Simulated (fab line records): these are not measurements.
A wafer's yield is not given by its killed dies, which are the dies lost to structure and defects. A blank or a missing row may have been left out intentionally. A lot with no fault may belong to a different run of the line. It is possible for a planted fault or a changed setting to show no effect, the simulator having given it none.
Which of the tools did it? -- flow n5-finfet -- 11 lots (29 wafers sampled), 1 step of a 1938-step route

## WHAT THE GAUGES SHOWED, per wafer
N5_BEOL_M8_INSPECT_30: inspects for defects (brightfield).
lot,measured,on,raw-defect-count
L415,day 8 20:31,defect-inspect-01,280 257
L417,day 9 01:23,defect-inspect-02,382 439
L418,day 9 21:22,defect-inspect-02,410 391 496
L420,day 10 07:30,defect-inspect-02,432 406 400
L422,day 10 17:53,defect-inspect-02,487 467
L423,day 11 03:58,defect-inspect-01,504 493
L425,day 11 04:03,defect-inspect-01,269 243 326
L430,day 12 23:03,defect-inspect-01,701 614 505
L433,day 13 05:27,defect-inspect-01,251 301 291
L435,day 13 13:49,defect-inspect-02,499 758 550
L437,day 14 15:01,defect-inspect-01,360 322 513

## TOOL THAT RAN EACH LOT (tool first, then ch and the chambers of the sampled wafers, then the start)
The record shows no process step preceding these readings.

## WHAT THE TOOLS THEMSELVES READ (means of the sampled wafers that have a number; where no wafer has one, the mark that the record gives instead)
The record holds no such reading with a usual standard deviation.

## THE ANSWER, worked out from the rows above alone
Rule: usual is defined by the lots themselves. Put in order of their means at a reading, lots are off if they are a third of the lots or fewer, leave a main group of 4 or more, and stand apart from it by a gap of 3 or more times the standard deviation of the main group's means; of several such gaps the widest counts. If all means in a main group match to the digits the tables above print for the reading, that group is not used. Also off: a lot with no number at a reading for which 4 or more lots have one. Where the step has rows for the other lots, those lots are counted as sound. The gauges are gone through in route order, then the tools' own readings, and for those a lot's mean is taken as printed above. At the first step where some lot is off, the reading lying furthest off is the one used; lots without a number count as furthest.
None of the lots is off at any reading shown; this tells nothing.

## WHAT HAD BEEN PUT IN BY THE SIMULATOR
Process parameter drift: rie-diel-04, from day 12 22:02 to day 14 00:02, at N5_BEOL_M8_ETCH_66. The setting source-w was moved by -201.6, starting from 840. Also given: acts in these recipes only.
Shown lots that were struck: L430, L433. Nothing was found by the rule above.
